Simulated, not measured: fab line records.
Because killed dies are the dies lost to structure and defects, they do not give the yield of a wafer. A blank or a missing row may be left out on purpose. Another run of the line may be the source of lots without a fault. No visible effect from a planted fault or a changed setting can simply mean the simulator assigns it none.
fab line records :: flow n5_finfet
record
  lots=5
  wafers=15
  last_day=17
route steps=1938 shown START@1 ZERO_LAYER@2 BEOL_M4@1111
lots that met no fault: taken from a fault-free run of the same line
start_h: hours from the record's first day to the start of the lot's first wafer shown :: wait_h: time in hours since the lot's previous step :: " identical to the entry in the row above :: L1.1+2: a row that stands for several wafers :: - no value, or no start was given :: * or withheld: withheld :: < > ~ a bound
route shown NAME@n: names a module that has steps shown in the file, with the first one's number in the route :: usual: mean/standard deviation of fault-free wafers :: same: alike in all rows :: chamber/n: place in a boat :: sites: readings site by site :: _std_site: standard deviation of those values :: _edge_site: inner sites' mean taken away from outer sites' mean :: radius_mm: for every site, how far away it sits from the centre of the wafer :: mask NAME#n: copy n :: behind: the last tool/chamber to shape the wafer :: hold: what put the lot on hold/how long, in hours/how the hold closed :: device: whichever transistor did not switch (one of n, p or np) :: end of line: tests of these same wafers at the route's end :: for a step that has no rows: nothing shown but its recipe :: killed: dies that structure and defects cost at the first sort, which is not the same as the wafer's yield :: map: a wafer's dies, x killed, . not, _ none there
set.NAME: the setting that was run; set.NAME@STEP: the one run at that earlier step :: model.NAME: the simulator's own value behind a step, which no gauge read
lots at selected steps of the route; one table per step, one row per wafer
services: from which hour (start_h, from the record's first day; less than 0 if before it) a tool's chamber was out of use, for how many hours, and why
## steps
# step N5_START_INSPECT_01
# recipe
  inspect_instrument=unpatterned_scan
  mode=incoming
# usual
  raw_defect_count=5.6/2.1
lot.wafer: L516.1
tool: defect_inspect-02
chamber: -
start_h: 12.03
wait_h: -
raw_defect_count: 4

lot.wafer: L516.2
tool: defect_inspect-02
chamber: -
start_h: 12.03
wait_h: -
raw_defect_count: 6

lot.wafer: L516.3
tool: defect_inspect-02
chamber: -
start_h: 12.03
wait_h: -
raw_defect_count: 4

lot.wafer: L519.2
tool: defect_inspect-01
chamber: -
start_h: 30.03
wait_h: -
raw_defect_count: 4

lot.wafer: L519.4
tool: defect_inspect-01
chamber: -
start_h: 30.03
wait_h: -
raw_defect_count: 5

lot.wafer: L519.6
tool: defect_inspect-01
chamber: -
start_h: 30.03
wait_h: -
raw_defect_count: 4

lot.wafer: L529.1
tool: defect_inspect-02
chamber: -
start_h: 90.03
wait_h: -
raw_defect_count: 3

lot.wafer: L529.2
tool: defect_inspect-02
chamber: -
start_h: 90.03
wait_h: -
raw_defect_count: 5

lot.wafer: L529.4
tool: defect_inspect-02
chamber: -
start_h: 90.03
wait_h: -
raw_defect_count: 7

lot.wafer: L533.1
tool: defect_inspect-01
chamber: -
start_h: 114.03
wait_h: -
raw_defect_count: 4

lot.wafer: L533.2
tool: defect_inspect-01
chamber: -
start_h: 114.03
wait_h: -
raw_defect_count: 6

lot.wafer: L533.4
tool: defect_inspect-01
chamber: -
start_h: 114.03
wait_h: -
raw_defect_count: 5

lot.wafer: L536.2
tool: defect_inspect-02
chamber: -
start_h: 132.03
wait_h: -
raw_defect_count: 7

lot.wafer: L536.3
tool: defect_inspect-02
chamber: -
start_h: 132.03
wait_h: -
raw_defect_count: 6

lot.wafer: L536.4
tool: defect_inspect-02
chamber: -
start_h: 132.03
wait_h: -
raw_defect_count: 7
# step N5_ZERO_LAYER_PRECLEAN_00
# recipe
  chemistry=SPM
  time_s=600
  temp_c=120
  mix=4:1
# step N5_ZERO_LAYER_SRD_01
# recipe
  time_s=30
  temp_c=23
  rinse_liquid=diw
  dry=n2_spin
  spin_rpm=1500
  dry_time_s=30
# step N5_ZERO_LAYER_PECVD_02
# recipe
  material=SiO2
  target_thk_a=100
  temp_c=400
  precursor=SiH4/N2O
  pressure_torr=0.75
  rf_w=275
  time_s=6
# usual
  heater_power_w=802/110
  showerhead_plenum_p_Torr=8.16/0.06
  susceptor_temp_C=400.00/0.19
lot.wafer: L516.1
tool: pecvd-03
chamber: 0
start_h: 12.28
wait_h: 0.0
heater_power_w: 838
showerhead_plenum_p_Torr: 8.23
susceptor_temp_C: 400.28

lot.wafer: L516.2
tool: pecvd-03
chamber: 1
start_h: 12.28
wait_h: 0.0
heater_power_w: 985
showerhead_plenum_p_Torr: 8.26
susceptor_temp_C: 400.10

lot.wafer: L516.3
tool: pecvd-03
chamber: 2
start_h: 12.28
wait_h: 0.0
heater_power_w: 763
showerhead_plenum_p_Torr: 8.15
susceptor_temp_C: 400.08

lot.wafer: L519.2
tool: pecvd-02
chamber: 2
start_h: 30.30
wait_h: 0.0
heater_power_w: 835
showerhead_plenum_p_Torr: 8.15
susceptor_temp_C: 399.89

lot.wafer: L519.4
tool: pecvd-02
chamber: 0
start_h: 30.30
wait_h: 0.0
heater_power_w: 904
showerhead_plenum_p_Torr: 8.19
susceptor_temp_C: 399.92

lot.wafer: L519.6
tool: pecvd-02
chamber: 2
start_h: 30.30
wait_h: 0.0
heater_power_w: 823
showerhead_plenum_p_Torr: 8.15
susceptor_temp_C: 400.06

lot.wafer: L529.1
tool: pecvd-02
chamber: 1
start_h: 90.29
wait_h: 0.0
heater_power_w: 637
showerhead_plenum_p_Torr: 8.08
susceptor_temp_C: 400.26

lot.wafer: L529.2
tool: pecvd-02
chamber: 2
start_h: 90.29
wait_h: 0.0
heater_power_w: 846
showerhead_plenum_p_Torr: 8.14
susceptor_temp_C: 399.41

lot.wafer: L529.4
tool: pecvd-02
chamber: 2
start_h: 90.29
wait_h: 0.0
heater_power_w: 859
showerhead_plenum_p_Torr: 8.13
susceptor_temp_C: 399.72

lot.wafer: L533.1
tool: pecvd-01
chamber: 1
start_h: 114.28
wait_h: 0.0
heater_power_w: 681
showerhead_plenum_p_Torr: 8.08
susceptor_temp_C: 399.74

lot.wafer: L533.2
tool: pecvd-01
chamber: 2
start_h: 114.28
wait_h: 0.0
heater_power_w: 797
showerhead_plenum_p_Torr: 8.21
susceptor_temp_C: 400.19

lot.wafer: L533.4
tool: pecvd-01
chamber: 0
start_h: 114.28
wait_h: 0.0
heater_power_w: 910
showerhead_plenum_p_Torr: 8.14
susceptor_temp_C: 400.05

lot.wafer: L536.2
tool: pecvd-01
chamber: 1
start_h: 132.28
wait_h: 0.0
heater_power_w: 748
showerhead_plenum_p_Torr: 8.07
susceptor_temp_C: 400.04

lot.wafer: L536.3
tool: pecvd-01
chamber: 1
start_h: 132.28
wait_h: 0.0
heater_power_w: 759
showerhead_plenum_p_Torr: 8.10
susceptor_temp_C: 400.17

lot.wafer: L536.4
tool: pecvd-01
chamber: 2
start_h: 132.28
wait_h: 0.0
heater_power_w: 846
showerhead_plenum_p_Torr: 8.21
susceptor_temp_C: 399.83
# step N5_ZERO_LAYER_HMDS_04
# recipe
  time_s=60
  temp_c=120
# step N5_ZERO_LAYER_COAT_05
# recipe
  spin_rpm=1500
  resist_thk_nm=1000
# step N5_ZERO_LAYER_EBR_07
# recipe
  solvent=PGMEA
  ebr_width_mm=1.5
# step N5_ZERO_LAYER_SOFTBAKE_06
# recipe
  temp_c=100
  time_s=90
# step N5_ZERO_LAYER_EXPOSE_08
# recipe
  mask_id=ZERO
  na=0.55
  source_shape=conventional
  sigma_outer=0.8
  polarization=unpolarized
  defocus_nm=0
  target_cd_nm=2000
  dose_mj=16.2
# step N5_ZERO_LAYER_PEB_09
# recipe
  peb_temp_c=withheld
  peb_time_s=*
# step N5_ZERO_LAYER_DEVELOP_10
# recipe
  develop_time_s=60
  rinse_liquid=diw
  dry=air_spin
  dev_temp_c=21
# usual
  developer_temp_C=21.01/0.087
lot.wafer: L516.1
tool: litho_track-03
chamber: 0
start_h: 12.53
wait_h: -
developer_temp_C: 20.96

lot.wafer: L516.2
tool: litho_track-03
chamber: 0
start_h: 12.53
wait_h: -
developer_temp_C: 21.00

lot.wafer: L516.3
tool: litho_track-03
chamber: 0
start_h: 12.53
wait_h: -
developer_temp_C: 20.99

lot.wafer: L519.2
tool: litho_track-04
chamber: 0
start_h: 30.54
wait_h: -
developer_temp_C: 20.94

lot.wafer: L519.4
tool: litho_track-04
chamber: 0
start_h: 30.54
wait_h: -
developer_temp_C: 21.02

lot.wafer: L519.6
tool: litho_track-04
chamber: 0
start_h: 30.54
wait_h: -
developer_temp_C: 21.01

lot.wafer: L529.1
tool: litho_track-04
chamber: 0
start_h: 90.53
wait_h: -
developer_temp_C: 20.98

lot.wafer: L529.2
tool: litho_track-04
chamber: 0
start_h: 90.53
wait_h: -
developer_temp_C: 20.93

lot.wafer: L529.4
tool: litho_track-04
chamber: 0
start_h: 90.53
wait_h: -
developer_temp_C: 21.05

lot.wafer: L533.1
tool: litho_track-03
chamber: 0
start_h: 114.53
wait_h: -
developer_temp_C: 21.05

lot.wafer: L533.2
tool: litho_track-03
chamber: 0
start_h: 114.53
wait_h: -
developer_temp_C: 21.04

lot.wafer: L533.4
tool: litho_track-03
chamber: 0
start_h: 114.53
wait_h: -
developer_temp_C: 21.15

lot.wafer: L536.2
tool: litho_track-03
chamber: 0
start_h: 132.68
wait_h: -
developer_temp_C: 20.92

lot.wafer: L536.3
tool: litho_track-03
chamber: 0
start_h: 132.68
wait_h: -
developer_temp_C: 20.99

lot.wafer: L536.4
tool: litho_track-03
chamber: 0
start_h: 132.68
wait_h: -
developer_temp_C: 21.00
# step N5_ZERO_LAYER_HARDBAKE_23
# recipe
  temp_c=130
  time_s=120
# step N5_ZERO_LAYER_CD_MEAS_11
# recipe
  target_cd_nm=2000
  landing_energy_ev=500
  detector=se_inlens
# usual
  cd_nm=2000.5/2.3
lot.wafer: L516.1
tool: cd_sem-01
chamber: 0
start_h: 12.64
wait_h: -
cd_nm: 2002.0

lot.wafer: L516.2
tool: cd_sem-01
chamber: 0
start_h: 12.64
wait_h: -
cd_nm: 2000.3

lot.wafer: L516.3
tool: cd_sem-01
chamber: 0
start_h: 12.64
wait_h: -
cd_nm: 2002.4

lot.wafer: L519.2
tool: cd_sem-01
chamber: 0
start_h: 30.66
wait_h: -
cd_nm: 2001.1

lot.wafer: L519.4
tool: cd_sem-01
chamber: 0
start_h: 30.66
wait_h: -
cd_nm: 2003.0

lot.wafer: L519.6
tool: cd_sem-01
chamber: 0
start_h: 30.66
wait_h: -
cd_nm: 2000.7

lot.wafer: L529.1
tool: cd_sem-03
chamber: 0
start_h: 90.65
wait_h: -
cd_nm: 1999.5

lot.wafer: L529.2
tool: cd_sem-03
chamber: 0
start_h: 90.65
wait_h: -
cd_nm: 1997.7

lot.wafer: L529.4
tool: cd_sem-03
chamber: 0
start_h: 90.65
wait_h: -
cd_nm: 1991.6

lot.wafer: L533.1
tool: cd_sem-03
chamber: 0
start_h: 114.64
wait_h: -
cd_nm: 2003.0

lot.wafer: L533.2
tool: cd_sem-03
chamber: 0
start_h: 114.64
wait_h: -
cd_nm: 2003.1

lot.wafer: L533.4
tool: cd_sem-03
chamber: 0
start_h: 114.64
wait_h: -
cd_nm: 2005.2

lot.wafer: L536.2
tool: cd_sem-03
chamber: 0
start_h: 132.79
wait_h: -
cd_nm: 1992.9

lot.wafer: L536.3
tool: cd_sem-03
chamber: 0
start_h: 132.79
wait_h: -
cd_nm: 1996.3

lot.wafer: L536.4
tool: cd_sem-03
chamber: 0
start_h: 132.79
wait_h: -
cd_nm: 1997.9
# step N5_ZERO_LAYER_DESCUM_16
# recipe
  chemistry=O2
  time_s=7.9
  source_power_w=50
  bias_power_w=20
  pressure_mtorr=20
  rf_frequency_hz=2.712e+07
  temp_c=40
  o2_flow_sccm=225
# usual
  chamber_pressure_mTorr=20.002/0.015
  drypump_motor_current_A=5.7/0.45
  oes_product_au=0.81/0.068
  rf_vpp_V=243.3/1.4
  showerhead_plenum_p_Torr=2.10/0.076
  throttle_valve_pct=20.29/0.19
lot.wafer: L516.1
tool: rie_diel-05
chamber: 1
start_h: 12.68
wait_h: 0.0
chamber_pressure_mTorr: 20.044
drypump_motor_current_A: 6.5
oes_product_au: 0.70
rf_hours_counter_h: 211
rf_vpp_V: 242.4
showerhead_plenum_p_Torr: 2.07
throttle_valve_pct: 20.50

lot.wafer: L516.2
tool: rie_diel-05
chamber: 0
start_h: 12.68
wait_h: 0.0
chamber_pressure_mTorr: 19.991
drypump_motor_current_A: 5.5
oes_product_au: 0.74
rf_hours_counter_h: 156
rf_vpp_V: 243.7
showerhead_plenum_p_Torr: 2.10
throttle_valve_pct: 20.55

lot.wafer: L516.3
tool: rie_diel-05
chamber: 3
start_h: 12.68
wait_h: 0.0
chamber_pressure_mTorr: 19.980
drypump_motor_current_A: 6.1
oes_product_au: 0.83
rf_hours_counter_h: 94
rf_vpp_V: 243.5
showerhead_plenum_p_Torr: 2.13
throttle_valve_pct: 20.35

lot.wafer: L519.2
tool: rie_diel-03
chamber: 2
start_h: 30.70
wait_h: 0.0
chamber_pressure_mTorr: 20.006
drypump_motor_current_A: 6.1
oes_product_au: 0.79
rf_hours_counter_h: 121
rf_vpp_V: 242.6
showerhead_plenum_p_Torr: 2.01
throttle_valve_pct: 19.99

lot.wafer: L519.4
tool: rie_diel-03
chamber: 0
start_h: 30.70
wait_h: 0.0
chamber_pressure_mTorr: 20.007
drypump_motor_current_A: 5.5
oes_product_au: 0.80
rf_hours_counter_h: -
rf_vpp_V: 241.5
showerhead_plenum_p_Torr: 2.11
throttle_valve_pct: 20.23

lot.wafer: L519.6
tool: rie_diel-03
chamber: 2
start_h: 30.70
wait_h: 0.0
chamber_pressure_mTorr: 20.003
drypump_motor_current_A: 6.1
oes_product_au: 0.79
rf_hours_counter_h: -
rf_vpp_V: 240.6
showerhead_plenum_p_Torr: 2.01
throttle_valve_pct: 19.98

lot.wafer: L529.1
tool: rie_diel-03
chamber: 3
start_h: 90.69
wait_h: 0.0
chamber_pressure_mTorr: 19.992
drypump_motor_current_A: 5.1
oes_product_au: 0.86
rf_hours_counter_h: 60
rf_vpp_V: 244.4
showerhead_plenum_p_Torr: 2.21
throttle_valve_pct: 20.34

lot.wafer: L529.2
tool: rie_diel-03
chamber: 2
start_h: 90.69
wait_h: 0.0
chamber_pressure_mTorr: 20.011
drypump_motor_current_A: 6.1
oes_product_au: 0.77
rf_hours_counter_h: 140
rf_vpp_V: 241.6
showerhead_plenum_p_Torr: 2.00
throttle_valve_pct: 20.01

lot.wafer: L529.4
tool: rie_diel-03
chamber: 1
start_h: 90.69
wait_h: 0.0
chamber_pressure_mTorr: 19.994
drypump_motor_current_A: 5.4
oes_product_au: 0.96
rf_hours_counter_h: 9
rf_vpp_V: 243.7
showerhead_plenum_p_Torr: 2.05
throttle_valve_pct: 20.08

lot.wafer: L533.1
tool: rie_diel-06
chamber: 0
start_h: 114.81
wait_h: 0.2
chamber_pressure_mTorr: 19.984
drypump_motor_current_A: 5.9
oes_product_au: 0.76
rf_hours_counter_h: 142
rf_vpp_V: 244.5
showerhead_plenum_p_Torr: 2.17
throttle_valve_pct: 20.17

lot.wafer: L533.2
tool: rie_diel-06
chamber: 1
start_h: 114.81
wait_h: 0.2
chamber_pressure_mTorr: 20.010
drypump_motor_current_A: 5.5
oes_product_au: 0.81
rf_hours_counter_h: 101
rf_vpp_V: 241.4
showerhead_plenum_p_Torr: 1.94
throttle_valve_pct: 20.46

lot.wafer: L533.4
tool: rie_diel-06
chamber: 2
start_h: 114.81
wait_h: 0.2
chamber_pressure_mTorr: 20.012
drypump_motor_current_A: 6.1
oes_product_au: 0.80
rf_hours_counter_h: 90
rf_vpp_V: 243.3
showerhead_plenum_p_Torr: 2.13
throttle_valve_pct: 20.69

lot.wafer: L536.2
tool: rie_diel-06
chamber: 0
start_h: 132.99
wait_h: 0.2
chamber_pressure_mTorr: 20.019
drypump_motor_current_A: 5.9
oes_product_au: 0.76
rf_hours_counter_h: 148
rf_vpp_V: 243.5
showerhead_plenum_p_Torr: 2.17
throttle_valve_pct: 20.17

lot.wafer: L536.3
tool: rie_diel-06
chamber: 3
start_h: 132.99
wait_h: 0.2
chamber_pressure_mTorr: 20.003
drypump_motor_current_A: 5.7
oes_product_au: 0.75
rf_hours_counter_h: 142
rf_vpp_V: 244.1
showerhead_plenum_p_Torr: 2.16
throttle_valve_pct: 20.25

lot.wafer: L536.4
tool: rie_diel-06
chamber: 2
start_h: 132.99
wait_h: 0.2
chamber_pressure_mTorr: 19.992
drypump_motor_current_A: 6.1
oes_product_au: 0.80
rf_hours_counter_h: 97
rf_vpp_V: 243.0
showerhead_plenum_p_Torr: 2.13
throttle_valve_pct: 20.69
# step N5_BEOL_M4_RC_MEAS_101
# usual
  DIBL_N=36.7/1.8
  DIBL_P=37.0/2.4
  IOFF_N=0.17/0.036
  IOFF_P=0.22/0.042
  ION_N=673/12
  ION_P=462/8.5
  SS_N=71.7/0.62
  SS_P=73.4/0.65
  VT_N=250/3.7
  VT_P=-250/3.7
lot.wafer: L516.1
tool: prober-01
chamber: 0
start_h: 190.36
wait_h: 0.0
DIBL_N[mV/V]: 37.9
DIBL_P[mV/V]: 39.0
IOFF_N[nA/um]: 0.20
IOFF_P[nA/um]: 0.23
ION_N[uA/um]: 675
ION_P[uA/um]: 453
SS_N[mV/dec]: 72.1
SS_P[mV/dec]: 73.8
VT_N[mV]: 246
VT_P[mV]: -251

lot.wafer: L516.2
tool: prober-01
chamber: 0
start_h: 190.36
wait_h: 0.0
DIBL_N[mV/V]: 37.4
DIBL_P[mV/V]: 39.0
IOFF_N[nA/um]: 0.18
IOFF_P[nA/um]: 0.23
ION_N[uA/um]: 671
ION_P[uA/um]: 455
SS_N[mV/dec]: 71.9
SS_P[mV/dec]: 73.9
VT_N[mV]: 246
VT_P[mV]: -250

lot.wafer: L516.3
tool: prober-01
chamber: 0
start_h: 190.36
wait_h: 0.0
DIBL_N[mV/V]: 37.7
DIBL_P[mV/V]: 38.8
IOFF_N[nA/um]: 0.18
IOFF_P[nA/um]: 0.22
ION_N[uA/um]: 686
ION_P[uA/um]: 464
SS_N[mV/dec]: 72.0
SS_P[mV/dec]: 73.7
VT_N[mV]: 247
VT_P[mV]: -251

lot.wafer: L519.2
tool: prober-02
chamber: 0
start_h: 212.04
wait_h: 0.2
DIBL_N[mV/V]: 38.0
DIBL_P[mV/V]: 37.8
IOFF_N[nA/um]: 0.19
IOFF_P[nA/um]: 0.25
ION_N[uA/um]: 668
ION_P[uA/um]: 468
SS_N[mV/dec]: 72.2
SS_P[mV/dec]: 73.8
VT_N[mV]: 247
VT_P[mV]: -246

lot.wafer: L519.4
tool: prober-02
chamber: 0
start_h: 212.04
wait_h: 0.2
DIBL_N[mV/V]: 37.3
DIBL_P[mV/V]: 37.7
IOFF_N[nA/um]: 0.17
IOFF_P[nA/um]: 0.25
ION_N[uA/um]: 691
ION_P[uA/um]: 476
SS_N[mV/dec]: 72.1
SS_P[mV/dec]: 73.3
VT_N[mV]: 248
VT_P[mV]: -247

lot.wafer: L519.6
tool: prober-02
chamber: 0
start_h: 212.04
wait_h: 0.2
DIBL_N[mV/V]: 37.4
DIBL_P[mV/V]: 36.1
IOFF_N[nA/um]: 0.16
IOFF_P[nA/um]: 0.22
ION_N[uA/um]: 666
ION_P[uA/um]: 460
SS_N[mV/dec]: 71.7
SS_P[mV/dec]: 72.8
VT_N[mV]: 252
VT_P[mV]: -249

lot.wafer: L529.1
tool: prober-01
chamber: 0
start_h: 270.96
wait_h: 0.0
DIBL_N[mV/V]: 34.9
DIBL_P[mV/V]: 35.8
IOFF_N[nA/um]: 0.12
IOFF_P[nA/um]: 0.19
ION_N[uA/um]: 649
ION_P[uA/um]: 452
SS_N[mV/dec]: 71.5
SS_P[mV/dec]: 73.0
VT_N[mV]: 253
VT_P[mV]: -251

lot.wafer: L529.2
tool: prober-01
chamber: 0
start_h: 270.96
wait_h: 0.0
DIBL_N[mV/V]: 35.6
DIBL_P[mV/V]: 37.4
IOFF_N[nA/um]: 0.14
IOFF_P[nA/um]: 0.22
ION_N[uA/um]: 667
ION_P[uA/um]: 462
SS_N[mV/dec]: 71.1
SS_P[mV/dec]: 73.8
VT_N[mV]: 251
VT_P[mV]: -251

lot.wafer: L529.4
tool: prober-01
chamber: 0
start_h: 270.96
wait_h: 0.0
DIBL_N[mV/V]: 35.1
DIBL_P[mV/V]: 37.3
IOFF_N[nA/um]: 0.14
IOFF_P[nA/um]: 0.21
ION_N[uA/um]: 671
ION_P[uA/um]: 466
SS_N[mV/dec]: 71.7
SS_P[mV/dec]: 73.8
VT_N[mV]: 253
VT_P[mV]: -252

lot.wafer: L533.1
tool: prober-02
chamber: 0
start_h: 282.67
wait_h: 0.0
DIBL_N[mV/V]: 41.1
DIBL_P[mV/V]: 42.3
IOFF_N[nA/um]: 0.28
IOFF_P[nA/um]: 0.34
ION_N[uA/um]: 690
ION_P[uA/um]: 472
SS_N[mV/dec]: 72.6
SS_P[mV/dec]: 74.6
VT_N[mV]: 242
VT_P[mV]: -242

lot.wafer: L533.2
tool: prober-02
chamber: 0
start_h: 282.67
wait_h: 0.0
DIBL_N[mV/V]: 37.4
DIBL_P[mV/V]: 39.0
IOFF_N[nA/um]: 0.19
IOFF_P[nA/um]: 0.27
ION_N[uA/um]: 685
ION_P[uA/um]: 476
SS_N[mV/dec]: 71.9
SS_P[mV/dec]: 73.4
VT_N[mV]: 242
VT_P[mV]: -244

lot.wafer: L533.4
tool: prober-02
chamber: 0
start_h: 282.67
wait_h: 0.0
DIBL_N[mV/V]: 40.6
DIBL_P[mV/V]: 43.1
IOFF_N[nA/um]: 0.30
IOFF_P[nA/um]: 0.37
ION_N[uA/um]: 707
ION_P[uA/um]: 482
SS_N[mV/dec]: 72.6
SS_P[mV/dec]: 74.9
VT_N[mV]: 239
VT_P[mV]: -240

lot.wafer: L536.2
tool: prober-01
chamber: 0
start_h: 300.70
wait_h: 0.2
DIBL_N[mV/V]: 37.6
DIBL_P[mV/V]: 36.2
IOFF_N[nA/um]: 0.17
IOFF_P[nA/um]: 0.22
ION_N[uA/um]: 675
ION_P[uA/um]: 459
SS_N[mV/dec]: 71.5
SS_P[mV/dec]: 73.6
VT_N[mV]: 249
VT_P[mV]: -252

lot.wafer: L536.3
tool: prober-01
chamber: 0
start_h: 300.70
wait_h: 0.2
DIBL_N[mV/V]: 34.7
DIBL_P[mV/V]: 33.3
IOFF_N[nA/um]: 0.13
IOFF_P[nA/um]: 0.17
ION_N[uA/um]: 675
ION_P[uA/um]: 459
SS_N[mV/dec]: 71.0
SS_P[mV/dec]: 72.9
VT_N[mV]: 255
VT_P[mV]: -252

lot.wafer: L536.4
tool: prober-01
chamber: 0
start_h: 300.70
wait_h: 0.2
DIBL_N[mV/V]: 32.5
DIBL_P[mV/V]: 30.5
IOFF_N[nA/um]: 0.11
IOFF_P[nA/um]: 0.15
ION_N[uA/um]: 664
ION_P[uA/um]: 456
SS_N[mV/dec]: 70.4
SS_P[mV/dec]: 72.1
VT_N[mV]: 254
VT_P[mV]: -257
## services
tool: rie_diel-05
chamber: 2
start_h: -10.80
hours: 2.7
kind: repair

tool: rie_diel-06
chamber: 3
start_h: -9.65
hours: 3.1
kind: repair

tool: pecvd-01
chamber: 1
start_h: -5.31
hours: 16.5
kind: scheduled_down

tool: pecvd-03
chamber: -
start_h: 3.36
hours: 2.0
kind: repair

tool: rie_diel-06
chamber: 0
start_h: 4.98
hours: 9.5
kind: repair

tool: rie_diel-03
chamber: 3
start_h: 19.67
hours: 2.8
kind: repair

tool: rie_diel-03
chamber: 1
start_h: 29.38
hours: -
kind: clean

tool: rie_diel-03
chamber: 1
start_h: 29.38
hours: -
kind: consumable_replace:focus_ring

tool: rie_diel-03
chamber: 1
start_h: 29.38
hours: 28.7
kind: scheduled_down

tool: rie_diel-03
chamber: 1
start_h: 29.38
hours: 28.7
kind: vent_cycle

tool: rie_diel-06
chamber: 2
start_h: 32.85
hours: 16.9
kind: repair

tool: pecvd-01
chamber: 2
start_h: 50.56
hours: 2.1
kind: scheduled_down

tool: rie_diel-05
chamber: 0
start_h: 51.68
hours: 3.7
kind: repair

tool: pecvd-01
chamber: 0
start_h: 66.85
hours: 5.0
kind: scheduled_down

tool: rie_diel-06
chamber: 1
start_h: 68.99
hours: 2.8
kind: repair

tool: rie_diel-06
chamber: 1
start_h: 75.09
hours: 4.7
kind: repair

tool: pecvd-03
chamber: 0
start_h: 76.39
hours: 16.1
kind: repair

tool: rie_diel-06
chamber: 1
start_h: 99.01
hours: 14.3
kind: repair

tool: rie_diel-03
chamber: 2
start_h: 102.53
hours: 7.6
kind: repair

tool: pecvd-02
chamber: -
start_h: 105.74
hours: 2.8
kind: pm

tool: pecvd-02
chamber: 0
start_h: 123.17
hours: 2.1
kind: scheduled_down

tool: pecvd-01
chamber: -
start_h: 124.76
hours: 0.7
kind: repair

tool: pecvd-03
chamber: -
start_h: 127.47
hours: 1.0
kind: repair

tool: pecvd-01
chamber: 0
start_h: 130.28
hours: 5.4
kind: repair
## key
first_sign
  step=N5_ZERO_LAYER_CD_MEAS_11
  reading=cd_nm
  direction=down
  sigmas=3.9
  usual=2000.5
  struck=1991.6
effect none on later readings
met_at N5_ZERO_LAYER_DEVELOP_10
struck_wafers L529.4
onset_between 30.54 90.53
fault
  kind=process_parameter_drift
  tool=litho_track-04
  chamber=-
  onset_h=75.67
  steps=N5_ZERO_LAYER_DEVELOP_10
  channel=develop_time_s
  offset=*
  shape=step
  end_h=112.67
  scope=struck_wafers_only
  acts_in=*
  stated=*
